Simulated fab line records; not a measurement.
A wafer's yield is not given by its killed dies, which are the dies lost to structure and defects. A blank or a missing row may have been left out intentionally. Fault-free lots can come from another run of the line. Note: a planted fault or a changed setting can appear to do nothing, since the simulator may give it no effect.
Chamber matching :: flow n5Finfet :: N5_MOL_CONTACT_COAG_ETCHBACK_135 on rieDiel-03: 4 sister chambers
The step etches SiO2 in CHF3, target depth 25 nm, time 16.7 s. 8 wafers are shown with their chamber, then 8 later ones without.

## WAFERS WITH THEIR CHAMBER
wafer: L076.1
chamber: 2
drypumpMotorCurrentA (A): 5.6
throttleValvePct (%): 18.81

wafer: L078.1
chamber: 1
drypumpMotorCurrentA (A): 6.2
throttleValvePct (%): 18.42

wafer: L079.2
chamber: 1
drypumpMotorCurrentA (A): 6.1
throttleValvePct (%): 18.42

wafer: L079.6
chamber: 3
drypumpMotorCurrentA (A): 6.0
throttleValvePct (%): 18.55

wafer: L082.1
chamber: 2
drypumpMotorCurrentA (A): 5.6
throttleValvePct (%): 18.86

wafer: L082.5
chamber: 0
drypumpMotorCurrentA (A): 5.4
throttleValvePct (%): 18.77

wafer: L082.6
chamber: 3
drypumpMotorCurrentA (A): 6.0
throttleValvePct (%): 18.56

wafer: L083.2
chamber: 0
drypumpMotorCurrentA (A): 5.4
throttleValvePct (%): 18.78

## WAFERS MISSING THEIR CHAMBER
wafer: L083.4
drypumpMotorCurrentA (A): 6.2
throttleValvePct (%): 18.43

wafer: L083.6
drypumpMotorCurrentA (A): 5.6
throttleValvePct (%): 18.86

wafer: L087.2
drypumpMotorCurrentA (A): 5.6
throttleValvePct (%): 18.85

wafer: L087.5
drypumpMotorCurrentA (A): 5.6
throttleValvePct (%): 18.86

wafer: L087.6
drypumpMotorCurrentA (A): 6.0
throttleValvePct (%): 18.57

wafer: L096.1
drypumpMotorCurrentA (A): 5.4
throttleValvePct (%): 18.34

wafer: L096.5
drypumpMotorCurrentA (A): 5.6
throttleValvePct (%): 18.90

wafer: L096.6
drypumpMotorCurrentA (A): 5.4
throttleValvePct (%): 18.36

## WHICH CHAMBER EACH WENT THROUGH
wafer: L083.4
from the rows above: 1
in truth: 1

wafer: L083.6
from the rows above: 2
in truth: 2

wafer: L087.2
from the rows above: 2
in truth: 2

wafer: L087.5
from the rows above: 2
in truth: 2

wafer: L087.6
from the rows above: 3
in truth: 3

wafer: L096.1
from the rows above: can't be placed: 3 or 1
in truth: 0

wafer: L096.5
from the rows above: 2
in truth: 2

wafer: L096.6
from the rows above: can't be placed: 3 or 1
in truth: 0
Correct placement for 6 of the 8. Can't be placed from these rows: 2 (the true chamber is among the candidates in 0). Placed wrongly: 0.
How it was worked out, from the rows above alone: a wafer's distance from a chamber is the root of the sum, over the readings, of the square of ((its reading less the chamber's mean) divided by the reading's scatter). If the next closest chamber is less than 2 further off than the closest, the wafer can't be placed; otherwise it belongs to the closest. For every chamber, the mean is computed from those of its wafers that are shown. The scatter: the root of (the sum of the squares of (reading less its chamber's mean) over the shown wafers, divided by (wafers less chambers)).
